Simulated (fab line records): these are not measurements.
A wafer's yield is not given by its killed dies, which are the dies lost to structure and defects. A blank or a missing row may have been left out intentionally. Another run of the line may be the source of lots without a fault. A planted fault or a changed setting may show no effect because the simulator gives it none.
fab line records	flow n5Finfet
[record] lots = 7	wafers = 39
route steps=1938 shown SDB@373 MOL_CONTACT_COAG@613 BEOL_M1@751 BEOL_M5@1160
startH: hours from the record's opening day to when the first of the lot's shown wafers began	waitH: how many hours have passed since the lot's step before this one	" unchanged from the row above	L1.1+2: one row covering several wafers at once	- no value, or no start given	* or withheld: withheld	< > ~ a bound
route shown NAME@n: names a module that has steps shown in the file, with the first one's number in the route	usual: mean and standard deviation over wafers with no fault	same: alike in all rows	chamber/n: place in a boat	sites: each site's reading	_std_site: standard deviation across them	_edge_site: inner sites' mean taken away from outer sites' mean	radiusMm: for every site, how far away it sits from the centre of the wafer	mask NAME#n: copy n	behind: the last tool/chamber to shape the wafer	hold: what put the lot on hold/how long, in hours/how the hold closed	device: transistor that didn't switch, given as n, p or np	end of line: the route-end tests of the same wafers	where a step has no rows: the recipe by itself	killed: count of dies lost to structure and defects at first sort (not the wafer's yield)	map: per-die view of a wafer (x killed, . not killed, _ where there is no die)
set.NAME: the setting the step ran with; set.NAME@STEP: the setting that earlier step ran with	model.NAME: the simulator's own value behind a step, which no gauge read
lots where settings were altered on purpose, with a table for each step and a row for each wafer
[[steps]]
[step N5_SDB_ALD_29]
[recipe] material = SiNx	targetThkA = 300	tempC = 400	aldPrecursorFamily = SiH2I2	aldCoReactant = N2/H2-plasma	pulseTimeS = 1	aldCycles = 600	purgeTimeS = 2	coReactantPurgeTimeS = 2	pressureTorr = 2
lot.wafer	tool	chamber	startH	waitH	set.aldCycles	model.SiNx_of_SDB_ALD_29.thkNm
L076.1+2+3+5+6	aldSin-03	2,1,0,3,0	78.88	0.2	600	30.2
L076.4	"	3	"	"	600	30
L077.1	aldSin-03	2	90.56	0.0	941	46.8
L077.2+4+6	"	0,3,3	"	"	600	29.8
L077.3+5	"	1,2	"	"	941	47
L084.1+3	aldSin-03	3,1	131.67	0.0	704	35
L084.2+5+6	"	0,0,3	"	"	600	30
L084.4	"	2	"	"	704	35.2
L085.1+3	aldSin-01	1,2	133.45	0.0	600	30
L085.2+4	"	0,3	"	"	791	39.4
L085.5	"	1	134.80	1.4	791	39.6
L085.6	"	2	"	"	600	30.2
L086.2+3+4	aldSin-03	1,0,2	144.60	0.0	600	29.8
L089.1+2+4+5+6	aldSin-04	3,1,0,0,3	162.65	0.0	600	30
L089.3	"	2	"	"	600	29.8
L091.1+2	aldSin-01	1,0	171.00	0.0	600	30.2
L091.3	"	2	"	"	902	45.2
L091.4	"	3	"	"	600	30
L091.5+6	"	0,3	172.35	1.4	902	45
[step N5_MOL_CONTACT_COAG_ETCHBACK_136]
[recipe] chemistry = CHF3	target = SiO2	targetDepthA = 250	timeS = 16.7	ionEnergyEv = 200	pressureMtorr = 30	sourceW = 610	biasW = 170	Ar_flow_sccm = 200	CHF3_flow_sccm = 50
lot.wafer	tool	chamber	startH	waitH	set.targetDepthA	model.SOC_of_MOL_CONTACT_COAG_COAT_62.thkNm
L076.1+5	rieDiel-04	0,2	111.25	0.0	212	57.4
L076.2	"	3	"	"	250	57
L076.3+4	"	1,2	"	"	250	57.2
L076.6	"	3	"	"	212	57.6
L077.1+2+4+5+6	rieDiel-03	1,2,3,1,2	125.23	0.0	250	57.6
L077.3	"	0	"	"	250	57.8
L084.1+4+5	rieDiel-03	3,1,0	164.19	0.0	250	57.2
L084.2+6	"	2,1	"	"	250	57.4
L084.3	"	0	"	"	250	57.6
L085.1+2+6	rieDiel-03	3,2,0	168.55	0.0	250	57.2
L085.3+4+5	"	0,1,1	"	"	203.9	57.6
L086.2+4	rieDiel-03	3,2	176.43	0.0	250	57.2
L086.3	"	0	"	"	250	57
L089.1	rieDiel-03	2	198.09	0.0	250	57
L089.2	"	3	"	"	347.6	56.2
L089.3	"	1	"	"	347.6	55.8
L089.4+5	"	0,3	"	"	250	57.2
L089.6	"	2	"	"	347.6	56
L091.1	rieDiel-03	0	204.19	0.0	193.1	57.6
L091.2	"	2	"	"	193.1	57.8
L091.3	"	3	"	"	193.1	58
L091.4+5	"	1,0	"	"	250	57
L091.6	"	3	"	"	250	57.2
[step N5_MOL_CONTACT_COAG_STRIP_120]
[recipe] chemistry = CHF3	resist = SiARC	rfFrequencyHz = 6e+07
[step N5_MOL_CONTACT_COAG_VIA_ETCH_117]
[recipe] chemistry = C4F6/O2	targetDepthA = 400	overetchA = 80	maskMaterial = SOC	target = SiO2	biasW = 455	pressureMtorr = 10	timeS = 26	sourceW = 325	Ar_flow_sccm = 300	C4F6_flow_sccm = 10	O2_flow_sccm = 10	ionEnergyEv = 575.3	ends = endPoint
lot.wafer	tool	chamber	startH	waitH	set.targetDepthA@MOL_CONTACT_COAG_ETCHBACK_136	model.etch.depthNm	model.MOL_CONTACT_COAG.featureDepthNm
L076.1	rieDiel-04	0	111.28	0.0	212	43.78	43.8
L076.2	"	3	"	"	250	40.34	40.4
L076.3	"	1	"	"	250	39.87	39.8
L076.4	"	2	"	"	250	40.84	40.8
L076.5	"	2	"	"	212	44.51	44.6
L076.6	"	3	"	"	212	44.22	44.2
L077.1	rieDiel-03	1	125.27	0.0	250	39.37	39.4
L077.2+6	"	2	"	"	250	39.09	39
L077.3	"	0	"	"	250	40.75	40.8
L077.4	"	3	"	"	250	39.84	39.8
L077.5	"	1	"	"	250	39.43	39.4
L084.1	rieDiel-03	3	164.22	0.0	250	39.69	39.6
L084.2	"	2	"	"	250	38.7	38.6
L084.3	"	0	"	"	250	39.71	39.8
L084.4	"	1	"	"	250	39.23	39.2
L084.5	"	0	"	"	250	39.85	39.8
L084.6	"	1	"	"	250	39.27	39.2
L085.1	rieDiel-03	3	168.58	0.0	250	40	40
L085.2	"	2	"	"	250	38.96	39
L085.3	"	0	"	"	203.9	44.51	44.6
L085.4	"	1	"	"	203.9	44.22	44.2
L085.5	"	1	"	"	203.9	44.06	44
L085.6	"	0	"	"	250	39.7	39.8
L086.2	rieDiel-03	3	176.46	0.0	250	39.79	39.8
L086.3	"	0	"	"	250	39.63	39.6
L086.4	"	2	"	"	250	38.83	38.8
L089.1	rieDiel-03	2	198.12	0.0	250	38.77	38.8
L089.2	"	3	"	"	347.6	29.94	30
L089.3	"	1	"	"	347.6	29.05	29
L089.4	"	0	"	"	250	39.45	39.4
L089.5	"	3	"	"	250	39.67	39.6
L089.6	"	2	"	"	347.6	28.81	28.8
L091.1	rieDiel-03	0	204.23	0.0	193.1	45.23	45.2
L091.2	"	2	"	"	193.1	44.95	45
L091.3	"	3	"	"	193.1	45.56	45.6
L091.4	"	1	"	"	250	39.08	39
L091.5	"	0	"	"	250	39.43	39.4
L091.6	"	3	"	"	250	39.73	39.8
[step N5_BEOL_M1_ILD_DEP_00]
[recipe] material = SiOC	targetThkA = 790	tempC = 350	precursor = DEMS/O2	pressureTorr = 5	rfW = 500	timeS = 15.3
lot.wafer	tool	chamber	startH	waitH	set.timeS	model.SiOC_of_BEOL_M1_ILD_DEP_00.thkNm
L076.1	pecvd-02	2	136.09	0.0	15.3	78.6
L076.2	"	1	"	"	15.3	78.8
L076.3	"	0	"	"	15.3	78
L076.4	"	2	"	"	21.2	109.2
L076.5	"	0	"	"	21.2	109.8
L076.6	"	1	"	"	21.2	108.6
L077.1	pecvd-02	0	142.08	0.0	15.3	78.4
L077.2	"	2	"	"	12.42	63.2
L077.3	"	1	"	"	15.3	78.2
L077.4	"	2	"	"	15.3	78.6
L077.5+6	"	1,0	"	"	12.42	64.2
L084.1	pecvd-04	0	181.25	0.0	15.3	79
L084.2	"	2	"	"	15.3	77.6
L084.3	"	1	"	"	22.86	115.8
L084.4	"	0	"	"	22.86	119
L084.5	"	2	"	"	22.86	118.2
L084.6	"	1	"	"	15.3	81.2
L085.1	pecvd-03	2	189.89	0.0	15.3	79.6
L085.2	"	1	"	"	8.217	41.6
L085.3	"	0	"	"	15.3	77
L085.4	"	2	"	"	8.217	43.8
L085.5	"	0	"	"	15.3	77.8
L085.6	"	1	"	"	8.217	42.4
L086.2	pecvd-04	0	194.59	0.0	15.3	77.4
L086.3+4	"	1,0	"	"	15.3	80
L089.1	pecvd-03	1	217.44	0.0	24.44	124.6
L089.2	"	2	"	"	15.3	80
L089.3	"	0	"	"	24.44	125.2
L089.4+6	"	1,2	"	"	15.3	80.2
L089.5	"	0	"	"	24.44	126.6
L091.1+2	pecvd-02	0,1	228.44	0.0	11.83	60
L091.3	"	0	"	"	15.3	78.2
L091.4	"	1	"	"	15.3	78.8
L091.5	"	0	"	"	11.83	61.6
L091.6	"	1	"	"	15.3	78.6
[step N5_BEOL_M1_THK_MEAS_01]
[recipe] reads = SiOC_of_BEOL_M1_ILD_DEP_00
[usual] M1_ILD_THK = 79.0/1.2
lot.wafer	tool	chamber	startH	waitH	set.timeS@BEOL_M1_ILD_DEP_00	M1_ILD_THK[nm]
L076.1	filmMetro-02	-	136.16	0.0	15.3	78.7
L076.2	"	-	"	"	15.3	78.9
L076.3	"	-	"	"	15.3	77.8
L076.4	"	-	"	"	21.2	109.2
L076.5	"	-	"	"	21.2	109.9
L076.6	"	-	"	"	21.2	108.6
L077.1	filmMetro-01	-	142.14	0.0	15.3	78.3
L077.2	"	-	"	"	12.42	63.2
L077.3	"	-	"	"	15.3	78.3
L077.4	"	-	"	"	15.3	78.6
L077.5	"	-	"	"	12.42	64.3
L077.6	"	-	"	"	12.42	64.2
L084.1	filmMetro-02	-	181.32	0.0	15.3	79.0
L084.2	"	-	"	"	15.3	77.6
L084.3	"	-	"	"	22.86	115.9
L084.4	"	-	"	"	22.86	118.9
L084.5	"	-	"	"	22.86	118.1
L084.6	"	-	"	"	15.3	81.2
L085.1	filmMetro-02	-	189.96	0.0	15.3	79.7
L085.2	"	-	"	"	8.217	41.5
L085.3	"	-	"	"	15.3	77.0
L085.4	"	-	"	"	8.217	43.9
L085.5	"	-	"	"	15.3	77.8
L085.6	"	-	"	"	8.217	42.3
L086.2	filmMetro-02	-	194.66	0.1	15.3	77.3
L086.3	"	-	"	"	15.3	79.9
L086.4	"	-	"	"	15.3	80.1
L089.1	filmMetro-01	-	217.51	0.0	24.44	124.7
L089.2	"	-	"	"	15.3	80.0
L089.3	"	-	"	"	24.44	125.3
L089.4	"	-	"	"	15.3	80.3
L089.5	"	-	"	"	24.44	126.7
L089.6	"	-	"	"	15.3	80.1
L091.1	filmMetro-02	-	228.53	0.1	11.83	60.0
L091.2	"	-	"	"	11.83	60.0
L091.3	"	-	"	"	15.3	78.3
L091.4	"	-	"	"	15.3	78.8
L091.5	"	-	"	"	11.83	61.7
L091.6	"	-	"	"	15.3	78.6
[step N5_BEOL_M5_TRENCH_ETCH_37]
[recipe] chemistry = C4F6/O2	targetDepthA = 716.52	target = SiCOH_lowk	timeS = 24.7	ionEnergyEv = 250	pressureMtorr = 30	sourceW = 345	biasW = 185	Ar_flow_sccm = 300	C4F6_flow_sccm = 10	O2_flow_sccm = 10
lot.wafer	tool	chamber	startH	waitH	set.timeS	model.etch.depthNm	model.BEOL_M5.featureDepthNm	model.TiN_of_BEOL_M5_HM_DEP_02.thkNm
L076.1	rieDiel-06	3	-	-	19.05	54.18	54.2	18.4
L076.2	"	1	"	"	19.05	55.18	55.2	18.4
L076.3	"	2	"	"	24.7	69.13	69.2	18
L076.4	"	1	"	"	19.05	55.17	55.2	18.4
L076.5	"	3	"	"	24.7	70.08	70	17.8
L076.6	"	2	"	"	24.7	69.51	69.6	18
L077.1	rieDiel-06	1	-	-	33.55	97.05	97	17
L077.2	"	0	"	"	33.55	97.83	97.8	16.8
L077.3	"	2	"	"	24.7	69.29	69.2	17.6
L077.4	"	3	"	"	24.7	69.77	69.8	17.4
L077.5	"	3	"	"	24.7	69.89	69.8	17.6
L077.6	"	2	"	"	33.55	94.31	94.4	16.8
L084.1	rieDiel-01	2	-	-	9.96	28.65	28.6	19.4
L084.2	"	0	"	"	9.96	28.52	28.6	19
L084.3	"	1	"	"	9.96	28.42	28.4	19.2
L084.4	"	3	"	"	24.7	69.52	69.6	18
L084.5	"	0	"	"	24.7	71.12	71.2	18
L084.6	"	1	"	"	24.7	70.84	70.8	17.8
L085.1	rieDiel-02	2	-	-	14.33	41.03	41	18.2
L085.2	"	1	"	"	24.7	69.74	69.8	17.6
L085.3	"	0	"	"	24.7	71.32	71.4	17.8
L085.4	"	3	"	"	14.33	40.44	40.4	18.6
L085.5	"	2	"	"	24.7	70.67	70.6	18
L085.6	"	1	"	"	14.33	40.35	40.4	18.2
L086.2	rieDiel-01	2	-	-	24.7	71.65	71.6	18.2
L086.3	"	1	"	"	24.7	70.25	70.2	18.2
L086.4	"	1	"	"	24.7	70.82	70.8	18
L089.1	rieDiel-01	1	-	-	32.58	92.4	92.4	17.4
L089.2	"	0	"	"	24.7	70.43	70.4	17.8
L089.3	"	2	"	"	24.7	71.1	71.2	17.8
L089.4	"	1	"	"	24.7	69.7	69.6	17.6
L089.5	"	0	"	"	32.58	93.22	93.2	17.4
L089.6	"	2	"	"	32.58	93.58	93.6	17
L091.1	rieDiel-06	3	-	-	24.7	70.77	70.8	17.6
L091.2	"	1	"	"	24.7	70.62	70.6	17.6
L091.3	"	0	"	"	24.7	71.67	71.6	17.6
L091.4	"	2	"	"	24.7	68.97	69	18
L091.5	"	3	"	"	24.7	70.5	70.6	17.8
L091.6	"	2	"	"	24.7	69.31	69.4	17.8
[step N5_BEOL_M5_ETCH_41]
[recipe] chemistry = CH3F/O2	target = SiCN	targetDepthA = 315	taperDeg = 2	timeS = 56.7	ionEnergyEv = 120	maskMaterial = TiN	pressureMtorr = 30	sourceW = 395	biasW = 75	Ar_flow_sccm = 150	CH3F_flow_sccm = 30	O2_flow_sccm = 20
[step N5_BEOL_M5_STRIP_91]
[recipe] chemistry = N2/H2	timeS = 10	powerW = 450	tempC = 40	pressureMtorr = 20	rfFrequencyHz = 6e+07	biasPowerW = 7	n2FlowSccm = 200	h2FlowSccm = 200
[step N5_BEOL_M5_OCD_MEAS_38]
[usual] trenchDepthNm = 70.5/1
lot.wafer	tool	chamber	startH	waitH	set.timeS@BEOL_M5_TRENCH_ETCH_37	trenchDepthNm
L076.1	ocd-02	-	208.36	-	19.05	53.6
L076.2	"	-	"	"	19.05	55.3
L076.3	"	-	"	"	24.7	68.8
L076.4	"	-	"	"	19.05	54.9
L076.5	"	-	"	"	24.7	70.6
L076.6	"	-	"	"	24.7	69.8
L077.1	ocd-02	-	214.34	-	33.55	97.0
L077.2	"	-	"	"	33.55	98.0
L077.3	"	-	"	"	24.7	69.8
L077.4	"	-	"	"	24.7	70.0
L077.5	"	-	"	"	24.7	69.7
L077.6	"	-	"	"	33.55	95.2
L084.1	ocd-02	-	255.95	-	9.96	28.6
L084.2	"	-	"	"	9.96	28.5
L084.3	"	-	"	"	9.96	28.3
L084.4	"	-	"	"	24.7	69.5
L084.5	"	-	"	"	24.7	71.0
L084.6	"	-	"	"	24.7	71.3
L085.1	ocd-02	-	266.19	-	14.33	41.0
L085.2	"	-	"	"	24.7	69.9
L085.3	"	-	"	"	24.7	71.2
L085.4	"	-	"	"	14.33	40.6
L085.5	"	-	"	"	24.7	70.1
L085.6	"	-	"	"	14.33	40.4
L086.2	ocd-01	-	281.30	-	24.7	71.5
L086.3	"	-	"	"	24.7	70.6
L086.4	"	-	"	"	24.7	70.7
L089.1	ocd-01	-	287.30	-	32.58	92.0
L089.2	"	-	"	"	24.7	70.7
L089.3	"	-	"	"	24.7	71.2
L089.4	"	-	"	"	24.7	69.7
L089.5	"	-	"	"	32.58	93.6
L089.6	"	-	"	"	32.58	93.1
L091.1	ocd-01	-	292.92	-	24.7	70.9
L091.2	"	-	"	"	24.7	70.6
L091.3	"	-	"	"	24.7	71.8
L091.4	"	-	"	"	24.7	68.8
L091.5	"	-	"	"	24.7	70.3
L091.6	"	-	"	"	24.7	69.4
[step N5_BEOL_M5_HM_STRIP_39]
[recipe] chemistry = peroxideTinStrip	material = TiN	targetDepthA = 250	tempC = 50	timeS = 158
[step N5_BEOL_M5_SRD_40]
[recipe] timeS = 30	tempC = 23	rinseLiquid = diw	dry = ipaMarangoni
[step N5_BEOL_M5_ECD_50]
[recipe] material = Cu	targetThkA = 3000
[step N5_BEOL_M5_ANNEAL_51]
[recipe] tempC = 225	timeS = 90	ambient = N2
[step N5_BEOL_M5_CMP_52]
[recipe] stopOn = SiCOH_lowk	tOverpolishS = 6.9	downForcePsi = 1	platenRpm = 50	clearingPlatenDownForcePsi = 1.5	clearingPlatenRpm = 50	postCmpClean = cuAlkaline	targetThkNm = 62	clearingPlatenPadVelocityMS = 0.99484	padVelocityMS = 0.99484
lot.wafer	tool	chamber	startH	waitH	set.timeS@BEOL_M5_TRENCH_ETCH_37	model.Cu_of_BEOL_M5_ECD_50.thkNm
L076.1	cmp-03	0	214.72	0.3	19.05	43.8
L076.3	"	1	"	"	24.7	58.6
L076.4	"	2	"	"	19.05	46.6
L076.2	"	3	"	"	19.05	46.2
L076.5	"	0	"	"	24.7	59.8
L076.6	"	1	"	"	24.7	59.4
L077.1	cmp-02	1	220.84	0.4	33.55	88.6
L077.3+4	"	2,0	"	"	24.7	60.4
L077.2	"	3	"	"	33.55	90
L077.5	"	1	"	"	24.7	60.6
L077.6	"	2	"	"	33.55	84
L084.3	cmp-02	1	264.05	0.2	9.96	21.2
L084.4	"	2	"	"	24.7	59.2
L084.2	"	3	"	"	9.96	21.8
L084.1	"	0	"	"	9.96	19.8
L084.6	"	1	"	"	24.7	62.8
L084.5	"	2	"	"	24.7	60.8
L085.2	cmp-02	2	274.35	0.2	24.7	59.4
L085.1	"	3	"	"	14.33	31.6
L085.3	"	0	"	"	24.7	62.2
L085.4	"	1	"	"	14.33	30.6
L085.6	"	2	"	"	14.33	29.6
L085.5	"	3	"	"	24.7	61.2
L086.4	cmp-02	0	288.44	0.1	24.7	60.6
L086.3	"	2	"	"	24.7	59.6
L086.2	"	3	"	"	24.7	62.8
L089.3	cmp-02	0	294.29	0.2	24.7	60.8
L089.2	"	1	"	"	24.7	60
L089.1	"	2	"	"	32.58	81.8
L089.4	"	3	"	"	24.7	60.4
L089.5	"	0	"	"	32.58	82.8
L089.6	"	1	"	"	32.58	84.2
L091.3	cmp-04	2	300.07	0.2	24.7	61.4
L091.1	"	3	"	"	24.7	60.4
L091.4	"	0	"	"	24.7	57.8
L091.2	"	1	"	"	24.7	60.2
L091.6	"	2	"	"	24.7	59.4
L091.5	"	3	"	"	24.7	59.2
[step N5_BEOL_M5_THK_MEAS_53]
[recipe] thkMeasGauge = xrf	reads = Cu_of_BEOL_M5_ECD_50
[usual] M5_THK = 62.8/1.7
lot.wafer	tool	chamber	startH	waitH	set.timeS@BEOL_M5_TRENCH_ETCH_37	M5_THK[nm]
L076.1	filmMetro-02	-	215.01	-	19.05	44.9
L076.2	"	-	"	"	19.05	47.3
L076.3	"	-	"	"	24.7	60.2
L076.4	"	-	"	"	19.05	47.6
L076.5	"	-	"	"	24.7	61.4
L076.6	"	-	"	"	24.7	61.1
L077.1	filmMetro-02	-	221.13	-	33.55	90.4
L077.2	"	-	"	"	33.55	92.5
L077.3	"	-	"	"	24.7	61.8
L077.4	"	-	"	"	24.7	62.3
L077.5	"	-	"	"	24.7	62.0
L077.6	"	-	"	"	33.55	86.0
L084.1	filmMetro-01	-	264.34	-	9.96	20.4
L084.2	"	-	"	"	9.96	22.6
L084.3	"	-	"	"	9.96	22.0
L084.4	"	-	"	"	24.7	61.6
L084.5	"	-	"	"	24.7	63.3
L084.6	"	-	"	"	24.7	65.3
L085.1	filmMetro-01	-	274.64	-	14.33	32.6
L085.2	"	-	"	"	24.7	61.1
L085.3	"	-	"	"	24.7	64.4
L085.4	"	-	"	"	14.33	31.6
L085.5	"	-	"	"	24.7	63.4
L085.6	"	-	"	"	14.33	30.5
L086.2	filmMetro-02	-	288.73	-	24.7	64.5
L086.3	"	-	"	"	24.7	61.4
L086.4	"	-	"	"	24.7	62.4
L089.1	filmMetro-02	-	294.59	-	32.58	84.5
L089.2	"	-	"	"	24.7	61.6
L089.3	"	-	"	"	24.7	62.8
L089.4	"	-	"	"	24.7	62.1
L089.5	"	-	"	"	32.58	84.9
L089.6	"	-	"	"	32.58	86.4
L091.1	filmMetro-01	-	300.37	-	24.7	61.8
L091.2	"	-	"	"	24.7	61.8
L091.3	"	-	"	"	24.7	63.0
L091.4	"	-	"	"	24.7	59.2
L091.5	"	-	"	"	24.7	60.6
L091.6	"	-	"	"	24.7	61.0
[step N5_BEOL_M5_PRE_CLEAN_77]
[recipe] gas = NH3/H2	timeS = 15	tempC = *	rfPowerW = 300
[step N5_BEOL_M5_CO_CAP_78]
[recipe] material = Co	targetThkA = 20	tempC = 200	precursor = CCTBA/H2	pressureTorr = 30	timeS = 102.1
[step N5_BEOL_M5_PRE_CLEAN_55]
[recipe] gas = NH3	timeS = 15	tempC = withheld	rfPowerW = 300
[step N5_BEOL_M5_DEP_56]
[recipe] material = SiCN	targetThkA = 80	tempC = withheld	precursor = 3MS/NH3	pressureTorr = 3	rfW = 202	timeS = 14
[step N5_BEOL_M5_RS_MEAS_57]
[recipe] thkMeasGauge = four-point-probe	reads = Co_of_BEOL_M5_CO_CAP_78+Cu_of_BEOL_M5_ECD_50+Co_of_BEOL_M5_CVD_47+TaN_of_BEOL_M5_ALD_86
[usual] M5_RS = 0.395/0.012
lot.wafer	tool	chamber	startH	waitH	set.timeS@BEOL_M5_TRENCH_ETCH_37	M5_RS[ohm/sq]
L076.1	filmMetro-01	-	215.30	0.1	19.05	0.595
L076.2	"	-	"	"	19.05	0.556
L076.3	"	-	"	"	24.7	0.414
L076.4	"	-	"	"	19.05	0.550
L076.5	"	-	"	"	24.7	0.404
L076.6	"	-	"	"	24.7	0.407
L077.1	filmMetro-02	-	221.39	0.0	33.55	0.254
L077.2	"	-	"	"	33.55	0.249
L077.3	"	-	"	"	24.7	0.400
L077.4	"	-	"	"	24.7	0.399
L077.5	"	-	"	"	24.7	0.398
L077.6	"	-	"	"	33.55	0.270
L084.1	filmMetro-01	-	264.60	0.0	9.96	1.724
L084.2	"	-	"	"	9.96	1.513
L084.3	"	-	"	"	9.96	1.566
L084.4	"	-	"	"	24.7	0.409
L084.5	"	-	"	"	24.7	0.397
L084.6	"	-	"	"	24.7	0.381
L085.1	filmMetro-01	-	274.91	0.1	14.33	0.913
L085.2	"	-	"	"	24.7	0.408
L085.3	"	-	"	"	24.7	0.385
L085.4	"	-	"	"	14.33	0.947
L085.5	"	-	"	"	24.7	0.394
L085.6	"	-	"	"	14.33	0.995
L086.2	filmMetro-02	-	289.40	0.1	24.7	0.381
L086.3	"	-	"	"	24.7	0.406
L086.4	"	-	"	"	24.7	0.397
L089.1	filmMetro-02	-	294.90	0.0	32.58	0.277
L089.2	"	-	"	"	24.7	0.402
L089.3	"	-	"	"	24.7	0.395
L089.4	"	-	"	"	24.7	0.399
L089.5	"	-	"	"	32.58	0.274
L089.6	"	-	"	"	32.58	0.269
L091.1	filmMetro-01	-	300.68	0.0	24.7	0.398
L091.2	"	-	"	"	24.7	0.400
L091.3	"	-	"	"	24.7	0.391
L091.4	"	-	"	"	24.7	0.421
L091.5	"	-	"	"	24.7	0.409
L091.6	"	-	"	"	24.7	0.408
[[key]]
[split] step = N5_SDB_ALD_29	setting = aldCycles	stated = 600	by = wafer
[response] step = N5_SDB_ALD_29	reading = model.SiNx_of_SDB_ALD_29.thkNm	change = +0.298	per = 1%	r = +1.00
[split] step = N5_MOL_CONTACT_COAG_ETCHBACK_136	setting = targetDepthA	stated = 250	by = wafer
[response] step = N5_MOL_CONTACT_COAG_ETCHBACK_136	reading = model.SOC_of_MOL_CONTACT_COAG_COAT_62.thkNm	change = -0.0281	per = 1%	r = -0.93
[response] step = N5_MOL_CONTACT_COAG_VIA_ETCH_117	reading = model.etch.depthNm	change = -0.256	per = 1%	r = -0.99
[response] step = N5_MOL_CONTACT_COAG_VIA_ETCH_117	reading = model.MOL_CONTACT_COAG.featureDepthNm	change = -0.256	per = 1%	r = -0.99
[split] step = N5_BEOL_M1_ILD_DEP_00	setting = timeS	stated = 15.3	by = wafer
[response] step = N5_BEOL_M1_ILD_DEP_00	reading = model.SiOC_of_BEOL_M1_ILD_DEP_00.thkNm	change = +0.772	per = 1%	r = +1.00
[response] step = N5_BEOL_M1_THK_MEAS_01	reading = M1_ILD_THK	change = +0.773	per = 1%	r = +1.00
[split] step = N5_BEOL_M5_TRENCH_ETCH_37	setting = timeS	stated = 24.7	by = wafer
[response] step = N5_BEOL_M5_TRENCH_ETCH_37	reading = model.etch.depthNm	change = +0.709	per = 1%	r = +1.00
[response] step = N5_BEOL_M5_TRENCH_ETCH_37	reading = model.BEOL_M5.featureDepthNm	change = +0.71	per = 1%	r = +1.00
[response] step = N5_BEOL_M5_TRENCH_ETCH_37	reading = model.TiN_of_BEOL_M5_HM_DEP_02.thkNm	change = -0.0181	per = 1%	r = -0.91
[response] step = N5_BEOL_M5_OCD_MEAS_38	reading = trenchDepthNm	change = +0.71	per = 1%	r = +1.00
[response] step = N5_BEOL_M5_CMP_52	reading = model.Cu_of_BEOL_M5_ECD_50.thkNm	change = +0.695	per = 1%	r = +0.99
[response] step = N5_BEOL_M5_THK_MEAS_53	reading = M5_THK	change = +0.719	per = 1%	r = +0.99
[response] step = N5_BEOL_M5_RS_MEAS_57	reading = M5_RS	change = -0.0133	per = 1%	r = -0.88
